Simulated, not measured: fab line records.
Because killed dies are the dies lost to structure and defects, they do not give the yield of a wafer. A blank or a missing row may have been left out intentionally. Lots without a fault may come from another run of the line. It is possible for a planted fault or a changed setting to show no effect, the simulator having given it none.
Lot-split experiment -- flow n5 finfet -- route with 1938 steps; 7 lots, 21 wafers read

## ABOUT THE SPLIT
At N5_HKMG_FIN_ETCH_55 (etches SOC in N2/H2, target depth 240 nm, time 300 s), the setting bias w was moved away from the recipe's 150 W on 8 of the 21 wafers read, by -15.4% to +17.8%. This setting was run at the recipe's value on the other wafers.

Reading taken at the split's own step.

## THE READING
rf vpp V, in V, at N5_HKMG_FIN_ETCH_55 (etches SOC in N2/H2, target depth 240 nm, time 300 s). A value of 524.7 V with a standard deviation of 2.1 V is what fault-free wafers of this fab line usually give.

wafer,"tool, chamber at the split","bias w as run, W",against the recipe,"rf vpp V, V",against lot-mates on the recipe
L076.2,"rie diel-03, 2",128.8,-14.1%,475.8,-49.8
L076.4,"rie diel-03, 3",150,recipe,525.6,-
L076.5,"rie diel-03, 3",128.8,-14.1%,478.2,-47.4
L078.4,"rie diel-03, 3",150,recipe,526.9,-
L078.5,"rie diel-03, 0",150,recipe,527.6,-
L078.6,"rie diel-03, 1",150,recipe,523.5,-
L080.2,"rie diel-04, 1",150,recipe,525.5,-
L080.3,"rie diel-04, 2",126.9,-15.4%,470.0,-54.8
L080.4,"rie diel-04, 0",150,recipe,524.0,-
L087.1,"rie diel-04, 0",150,recipe,523.3,-
L087.2,"rie diel-04, 2",176.7,+17.8%,578.8,+55.5
L087.5,"rie diel-04, 1",176.7,+17.8%,582.8,+59.5
L088.1,"rie diel-03, 3",150,recipe,525.2,-
L088.2,"rie diel-03, 1",150,recipe,524.9,-
L088.4,"rie diel-03, 0",129.7,-13.5%,481.0,-44.0
L089.1,"rie diel-03, 3",150,recipe,526.6,-
L089.3,"rie diel-03, 1",150,recipe,522.7,-
L089.4,"rie diel-03, 2",150,recipe,524.4,-
L097.1,"rie diel-04, 3",150,recipe,525.5,-
L097.3,"rie diel-04, 0",173.5,+15.7%,573.4,+47.9
L097.5,"rie diel-04, 3",173.5,+15.7%,575.1,+49.6

FIT RESULTS
A straight line over all 21 wafers: rf vpp V changes by +3.26 V for each +1% of bias w; r = +1.00; the points scatter about the line by 2 V.
The same after taking each lot's own level away (the mean of its wafers on the recipe; 21 wafers): +3.29 V for each +1%; r = +1.00; scatter 1.8 V.
According to that fit, moving bias w by its largest amount changes the reading by 59 V.
Measured against the standard deviation above, the lots' own levels, which go from 523.30 to 526.00 V, span 1.3 times it.
So the lot-to-lot level changes the slope little: the two slopes agree.
Check: for one of the wafers moved furthest among these (+17.8%), held out of the fit, the line's prediction against its lot-mates is +58.4 V. Against them it came out at +55.5 V.
Tool readings at the split's step, against how far the setting was moved: rf vpp V r = +1.00.

## OTHER SPLITS APPLIED TO THESE WAFERS
Before the reading, these wafers also passed through other splits. Each is held against what the fit with the lots' levels taken away leaves over:
other split on the same wafers,wafers away from the commonest value,r with rf vpp V (lot level and that fit taken away)
N5_WELL_APT_COAT_02 spin rpm,7,-0.42
N5_FIN_CUT_EXPOSE_05 dose mj,5,-0.24
N5_SD_EPI_N_DESCUM_14 time s,11,+0.12
N5_SD_EPI_N_ETCH_35 time s,2,+0.04
N5_HKMG_FIN_ETCH_54 source w,5,+0.21

## THE WHOLE CHAIN: every reading that the file lists as answering this split, in the file's order
step,what it does,reading,change (the file's fit),r (the file's)
N5_HKMG_FIN_ETCH_55,"etches SOC in N2/H2, target depth 240 nm, time 300 s",rf vpp V,+3.31 V for each +1% of the setting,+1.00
N5_HKMG_FIN_ETCH_55,"etches SOC in N2/H2, target depth 240 nm, time 300 s","HKMG_FIN.feature depth nm (the simulator's own value, which no gauge read)",+1.18 nm for each +1% of the setting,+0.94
N5_HKMG_FIN_ETCH_55,"etches SOC in N2/H2, target depth 240 nm, time 300 s","etch.depth nm (the simulator's own value, which no gauge read)",+1.18 nm for each +1% of the setting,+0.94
N5_HKMG_FIN_ETCH_55,"etches SOC in N2/H2, target depth 240 nm, time 300 s","SiARC_of_HKMG_FIN_COAT_42.thk nm (the simulator's own value, which no gauge read)",-0.173 nm for each +1% of the setting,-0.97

## THE FILE'S OWN FIT
rf vpp V changes by +3.31 V for each +1% of bias w, r = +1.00.
